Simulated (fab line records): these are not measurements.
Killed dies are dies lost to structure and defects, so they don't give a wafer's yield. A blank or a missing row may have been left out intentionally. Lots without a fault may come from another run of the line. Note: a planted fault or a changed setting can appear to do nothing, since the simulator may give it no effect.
Lot-split experiment + flow n5-finfet + 21 wafers read across 7 lots, on a route 1938 steps long

== THE SPLIT ==
At N5_BEOL_M0_SAQP_PECVD_04 (deposits a-Si from SiH4/He, target thk 60 nm, time 60.2 s), the setting time-s was moved away from the recipe's 60.2 s on 4 of the 21 wafers read, by +7.4% to +12.9%. For the rest of the wafers, this setting stayed at what the recipe calls for.

== FROM THE SPLIT TO THE READING: what the file shows between them, 5 steps ==
- N5_BEOL_M0_SAQP_THK_MEAS_05
- N5_BEOL_M0_SAQP_HM_DEP_111: deposits SiO2 from SiH4/N2O, target thk 12 nm, time 7.2 s
- N5_BEOL_M0_SAQP_COAT_81: time 60 s, resist thk 100 nm
- N5_BEOL_M0_SAQP_HM_OPEN_112: chemistry CHF3/O2, target SiO2, stops on a-Si, target depth 12 nm, time 13.5 s
- N5_BEOL_M0_SAQP_STRIP_113: strips in CHF3/O2

== THE READING ==
oes-product-au, in a.u., at N5_BEOL_M0_SAQP_MANDREL_ETCH_20 (etches a-Si in HBr/Cl2, stops on SiNx, target depth 60 nm, bt time 10 s, time 30 s). Fault-free wafers of this fab line usually give 0.776 a.u., standard deviation 0.012 a.u.

| wafer  | tool, chamber at the split | time-s as run, s | against the recipe | oes-product-au, a.u. | against lot-mates on the recipe |
|--------|----------------------------|------------------|--------------------|----------------------|---------------------------------|
| L077.2 | pecvd-03, 2                | 60.2             | recipe             | 0.774                | -                               |
| L077.4 | pecvd-03, 2                | 64.68            | +7.4%              | 0.802                | +0.028                          |
| L077.5 | pecvd-03, 1                | 64.68            | +7.4%              | 0.818                | +0.044                          |
| L082.1 | pecvd-04, 0                | 67.95            | +12.9%             | 0.843                | +0.078                          |
| L082.2 | pecvd-04, 1                | 60.2             | recipe             | 0.761                | -                               |
| L082.4 | pecvd-04, 0                | 60.2             | recipe             | 0.769                | -                               |
| L083.2 | pecvd-04, 1,2              | 60.2             | recipe             | 0.770                | -                               |
| L083.4 | pecvd-04, 1,2              | 60.2             | recipe             | 0.756                | -                               |
| L083.5 | pecvd-04, 1                | 60.2             | recipe             | 0.759                | -                               |
| L086.1 | pecvd-04, 1                | 60.2             | recipe             | 0.768                | -                               |
| L086.3 | pecvd-04, 2                | 60.2             | recipe             | 0.771                | -                               |
| L086.5 | pecvd-04, 0                | 60.2             | recipe             | 0.794                | -                               |
| L087.1 | pecvd-03, 1                | 60.2             | recipe             | 0.781                | -                               |
| L087.2 | pecvd-03, 2                | 60.2             | recipe             | 0.774                | -                               |
| L087.4 | pecvd-03, 0                | 60.2             | recipe             | 0.783                | -                               |
| L090.2 | pecvd-03, 0                | 60.2             | recipe             | 0.768                | -                               |
| L090.3 | pecvd-03, 2                | 60.2             | recipe             | 0.781                | -                               |
| L090.5 | pecvd-03, 2                | 65.6             | +9.0%              | 0.821                | +0.046                          |
| L092.1 | pecvd-04, 1                | 60.2             | recipe             | 0.764                | -                               |
| L092.2 | pecvd-04, 0                | 60.2             | recipe             | 0.783                | -                               |
| L092.4 | pecvd-04, 0                | 60.2             | recipe             | 0.772                | -                               |
If several chambers appear in one row, that row covers several wafers at once and the file leaves open which wafer was in which chamber.

THE FIT
A straight line over all 21 wafers: oes-product-au changes by +0.00536 a.u. for each +1% of time-s; r = +0.91; the points scatter about the line by 0.0094 a.u.
The same after taking each lot's own level away (the mean of its wafers on the recipe; 21 wafers): +0.00551 a.u. for each +1%; r = +0.94; scatter 0.0076 a.u.
According to that fit, moving time-s by its largest amount changes the reading by 0.071 a.u.
The span of the lots' own levels, 0.7617 to 0.7793 a.u., comes to 1.5 times the standard deviation stated above.
The two slopes are in agreement: the lot-to-lot level therefore moves the slope only a little.
Check: with one of the wafers moved furthest among these (+12.9%) left out of the fit, the line predicts +0.0642 a.u. for it against its lot-mates. Against them it came out at +0.078 a.u.

== THE WHOLE CHAIN: every reading that the file lists as answering this split, in the file's order ==
| step                            | what it does                                                                       | reading                                                                               | change (the file's fit)                   | r (the file's) |
|---------------------------------|------------------------------------------------------------------------------------|---------------------------------------------------------------------------------------|-------------------------------------------|----------------|
| N5_BEOL_M0_SAQP_PECVD_04        | deposits a-Si from SiH4/He, target thk 60 nm, time 60.2 s                          | a-Si_of_BEOL_M0_SAQP_PECVD_04.thk-nm (the simulator's own value, which no gauge read) | +0.688 nm for each +1% of the setting     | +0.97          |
| N5_BEOL_M0_SAQP_THK_MEAS_05     |                                                                                    | thk-nm                                                                                | withheld for each +1% of the setting      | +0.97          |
| N5_BEOL_M0_SAQP_MANDREL_ETCH_20 | etches a-Si in HBr/Cl2, stops on SiNx, target depth 60 nm, bt time 10 s, time 30 s | oes-product-au                                                                        | +0.00564 a.u. for each +1% of the setting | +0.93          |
| N5_BEOL_M0_SAQP_MANDREL_ETCH_20 | etches a-Si in HBr/Cl2, stops on SiNx, target depth 60 nm, bt time 10 s, time 30 s | etch.depth-nm (the simulator's own value, which no gauge read)                        | +0.702 nm for each +1% of the setting     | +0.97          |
| N5_BEOL_M0_SAQP_SPACER1_ALD_98  | deposits SiO2, target thk 12.8 nm, pulse time 1 s, purge time 2 s                  | a-Si_of_BEOL_M0_SAQP_PECVD_04.thk-nm (the simulator's own value, which no gauge read) | +0.697 nm for each +1% of the setting     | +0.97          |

== THE FILE'S OWN FIT ==
oes-product-au changes by +0.00564 a.u. for each +1% of time-s, r = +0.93.
